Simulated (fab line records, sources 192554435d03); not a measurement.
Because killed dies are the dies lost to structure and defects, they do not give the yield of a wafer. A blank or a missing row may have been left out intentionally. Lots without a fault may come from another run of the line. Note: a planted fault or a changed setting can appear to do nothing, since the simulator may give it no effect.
Code-filled problem report in 8D (eight disciplines) form || flow n5 finfet || the parts of the form that need people (team, actions taken, sign-off) are left out

1. THE ISSUE
Wafers without a fault read 35.97, standard deviation 0.036; exposure dose mJ cm2 at N5_BEOL_M0_CUTY_EXPOSE_54 reads a mean of 34.09 on 6 wafers belonging to 2 lots. Relative to the usual mean, that is a shift of -52 standard deviations.
The step: exposes mask M0 ABLK.
The first sign was on wafer L115.3 at day 9 20:10, on arfi scanner-03. The record holds 22 wafers of 8 lots with a number at this step. Rule for "out", or "out of limits": more than 4 standard deviations from the usual mean. The rest of the wafers with a number are treated as sound.

2. WHAT IT IS AND WHAT IT IS NOT
{"question": "which readings at this step", "is": "exposure dose mJ cm2", "is not": "-"}
{"question": "which lots", "is": "L115, L116", "is not": "L101, L102, L109, L118, L119, L121"}
{"question": "which wafers of those lots", "is": "all that have a number", "is not": "-"}
{"question": "read on which tools", "is": "arfi scanner-03", "is not": "arfi scanner-01, arfi scanner-02"}
{"question": "when", "is": "from day 9 20:10", "is not": "up to then (9 sound wafers); but 7 sound wafers of L118, L119, L121 came after"}

3. SUSPECTS, AND WHAT RULES EACH OUT
Counting: any tool at a process step up to the reading is kept as a suspect provided that every lot that is out went through it and no sound lot did after the first of them.
- arfi scanner-03 at N5_BEOL_M0_CUTY_EXPOSE_54 (exposes mask M0 ABLK): kept. All lots that are out passed through it, beginning with L115 at day 9 20:10, and no sound lot followed; its final sound lot before that point was L109 at day 8 08:32. On those wafers its own readings are out: exposure dose mJ cm2.
Remaining after the count: arfi scanner-03 at N5_BEOL_M0_CUTY_EXPOSE_54.

4. THE CAUSE (what the simulator had put in)
Process parameters drifting: arfi scanner-03 at N5_BEOL_M0_CUTY_EXPOSE_54, beginning at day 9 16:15. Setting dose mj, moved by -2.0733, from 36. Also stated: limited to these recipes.
Only this tool survived the counting.

5. SEQUENCE OF EFFECTS, ordered by route
Each row: a reading where the mean over the struck wafers with a number is more than 3 standard deviations away from the usual. Scope: only readings with a usual standard deviation given in the record; hours: median across lots of the time from each lot's start at the first step in this table that gives one to its start at this step; sigmas: change in usual standard deviations.
{"hours": 0, "step": "N5_BEOL_M0_CUTY_EXPOSE_54", "reading": "exposure dose mJ cm2", "usual": 35.97, "on struck wafers": 34.09, "change": -1.88, "sigmas": -52}
{"hours": 0, "step": "N5_BEOL_M0_CUTY_CD_MEAS_57", "reading": "cd nm", "usual": "199.9 nm", "on struck wafers": 202.4, "change": "+2.5", "sigmas": "+3.0"}
It contains these process steps:
- N5_BEOL_M0_CUTY_EXPOSE_54: exposes mask M0 ABLK.
Later measuring or inspecting steps at which every struck wafer that the step has a row for has a number for every such reading, and none has moved that far: N5_BEOL_M4_RC_MEAS_101.

6. HOW IT WOULD HAVE BEEN CAUGHT EARLIER
First out-of-limits reading in this record: day 9 20:10, which is 4 hours after fault onset at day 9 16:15.
